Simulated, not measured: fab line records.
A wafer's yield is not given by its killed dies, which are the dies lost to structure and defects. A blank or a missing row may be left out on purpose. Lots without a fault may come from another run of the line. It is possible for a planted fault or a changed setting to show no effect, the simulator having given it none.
2 desks looking at one fault	flow n5Finfet	what lay behind the numbers comes last; until then each desk has only its own

TOOL OWNER'S DESK, lithoTrack-04
The tool's own readings at N5_GATE_CUT_COAT_27 (time 60 s, resist thk 10 nm): means of the sampled wafers that have a number, for each lot that ran on this tool. If a lot's mean is further than 4 standard deviations from the usual mean, the lot is out of limits and carries the mark OUT (the distance appears in the brackets).
Columns: A = dispensePressureKPa at N5_GATE_CUT_COAT_27, usual 50 kPa; B = spinSpeedRpm at N5_GATE_CUT_COAT_27, usual 1500.1 rpm
lot	first seen here	A	B
L723	day 7 09:54	46	1499.3
L728	day 8 11:58	46	1501.1
L729	day 8 17:29	46	1672.2 (+99 or more) OUT
L730	day 8 23:22	46	1673.3 (+99 or more) OUT
This desk finds L729, L730 out of limits, L729 being first, at day 8 17:29 (spinSpeedRpm at N5_GATE_CUT_COAT_27). In limits: L723, L728.

METROLOGY DESK
Lot by lot, what the gauges showed, no matter which tool ran the lot: averages of those sampled wafers that carry a number. If a lot's mean is further than 4 standard deviations from the usual mean, the lot is out of limits and carries the mark OUT (the distance appears in the brackets). 7 of its 10 readings are shown, namely those furthest out on some lot.
Columns: A = DIBL_P at N5_BEOL_M4_RC_MEAS_101, usual 36.1 mV/V; B = IOFF_N at N5_BEOL_M4_RC_MEAS_101, usual 0.153 nA/um; C = IOFF_P at N5_BEOL_M4_RC_MEAS_101, usual 0.215 nA/um; D = ION_N at N5_BEOL_M4_RC_MEAS_101, usual 672 uA/um; E = ION_P at N5_BEOL_M4_RC_MEAS_101, usual 463 uA/um; F = SS_N at N5_BEOL_M4_RC_MEAS_101, usual 71.5 mV/dec; G = VT_P at N5_BEOL_M4_RC_MEAS_101, usual -249 mV
lot	first seen here	A	B	C	D	E	F	G
L713	day 8 01:47	35.2	0.153	0.241	679	477	71.6	-245
L722	day 10 13:11	38.5	0.155	0.236	671	468	71.7	-247
L723	day 10 20:20	36.9	0.181	0.228	679	461	71.7	-249
L725	day 11 04:24	37.8	0.161	0.207	678	459	71.2	-251
L729	day 12 01:34	36.2	0.163	0.246	671	464	72.0	-245
L728	day 12 05:56	33.1	0.121	0.156	660	451	70.8	-256
L730	day 12 12:50	35.1	0.142	0.183	673	459	71.2	-253
L735	day 13 14:23	36.3	0.157	0.210	673	463	71.2	-249
This desk's verdict: no lot among the 8 shows anything out of limits.

ALL TOGETHER
At day 8 17:29, on L729, L730, the tool owner's desk was in a position to raise an alarm.
Nothing out of limits was seen by the metrology desk.
The metrology desk holds a record of L729, L730, inside its limits.
N5_GATE_CUT_COAT_27 was run on lithoTrack-04 by each of the lots named.

WHAT HAD BEEN PUT IN BY THE SIMULATOR
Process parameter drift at N5_GATE_CUT_COAT_27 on lithoTrack-04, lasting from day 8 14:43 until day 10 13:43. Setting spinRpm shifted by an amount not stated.
Shown lots that were struck: L729, L730.
Hours from the fault's start to each desk's first reading out of limits: the tool owner's desk, 3.
